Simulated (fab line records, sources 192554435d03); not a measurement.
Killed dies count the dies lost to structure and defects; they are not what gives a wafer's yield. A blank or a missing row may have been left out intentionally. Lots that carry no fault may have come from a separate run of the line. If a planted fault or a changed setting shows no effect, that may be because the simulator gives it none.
One fault through the eyes of 2 desks + flow n5-finfet + numbers are kept per desk, each desk with only its own; the story behind them comes last

== THE DEFECT DESK ==
Counts from the inspections along the route, per lot, as means over the sampled wafers that have a number. Marked OUT: a lot whose mean sits more than 4 standard deviations from the usual mean, which makes it out of limits; the brackets give that distance.
Columns: A = raw-defect-count at N5_BEOL_M6_INSPECT_58, usual 70; B = raw-defect-count at N5_BEOL_M7_INSPECT_13, usual 431; C = raw-defect-count at N5_BEOL_M7_INSPECT_30, usual 433
| lot  | first seen here | A             | B               | C               |
|------|-----------------|---------------|-----------------|-----------------|
| L434 | day 8 17:24     | 58            | 344             | 354             |
| L437 | day 9 11:01     | 63            | 390             | 414             |
| L438 | day 9 18:46     | 54            | 381             | 414             |
| L440 | day 10 02:35    | 70            | 416             | 423             |
| L439 | day 10 05:22    | 72            | 419             | 404             |
| L441 | day 10 09:29    | 102           | 568             | 591             |
| L442 | day 10 10:55    | 93            | 438             | 439             |
| L452 | day 13 09:00    | 664 (+27) OUT | 937 (+6.0) OUT  | 949 (+6.1) OUT  |
| L453 | day 13 13:51    | 680 (+28) OUT | 1038 (+7.2) OUT | 1045 (+7.2) OUT |
| L454 | day 13 18:16    | 66            | 550             | 545             |
| L455 | day 13 20:55    | 75            | 405             | 402             |
This desk finds L452, L453 out of limits, L452 being first, at day 13 09:00 (raw-defect-count at N5_BEOL_M6_INSPECT_58). L434, L437, L438, L440, L439, L441, L442, L454, L455: within limits.

== FROM THE METROLOGY DESK ==
Means of the sampled wafers that have a number, per lot and without regard to the tool the lot ran on: this is what the gauges read. Marked OUT: a lot whose mean sits more than 4 standard deviations from the usual mean, which makes it out of limits; the brackets give that distance.
Columns: A = M6_RS at N5_BEOL_M6_RS_MEAS_57, usual 0.289 ohm/sq
| lot  | first seen here | A     |
|------|-----------------|-------|
| L434 | day 8 17:22     | 0.290 |
| L437 | day 9 10:59     | 0.288 |
| L438 | day 9 18:44     | 0.291 |
| L440 | day 10 02:34    | 0.291 |
| L439 | day 10 05:20    | 0.288 |
| L441 | day 10 09:28    | 0.287 |
| L442 | day 10 10:54    | 0.289 |
| L452 | day 13 08:58    | 0.290 |
| L453 | day 13 13:49    | 0.293 |
| L454 | day 13 18:14    | 0.290 |
| L455 | day 13 20:54    | 0.289 |
This desk's verdict: no lot among the 11 shows anything out of limits.

== ALL TOGETHER ==
The defect desk could have raised an alarm at day 13 09:00, on L452, L453.
At the metrology desk, nothing out of limits was observed.
The metrology desk holds a record of L452, L453, inside its limits.
All the named lots went through N5_BEOL_M6_PRE_CLEAN_55 on pecvd-01.

== WHAT THE SIMULATOR HAD INSERTED ==
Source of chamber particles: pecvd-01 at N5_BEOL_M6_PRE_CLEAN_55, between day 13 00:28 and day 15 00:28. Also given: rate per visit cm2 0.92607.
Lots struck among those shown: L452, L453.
Hours from the fault's start to each desk's first reading out of limits: the defect desk, 9.
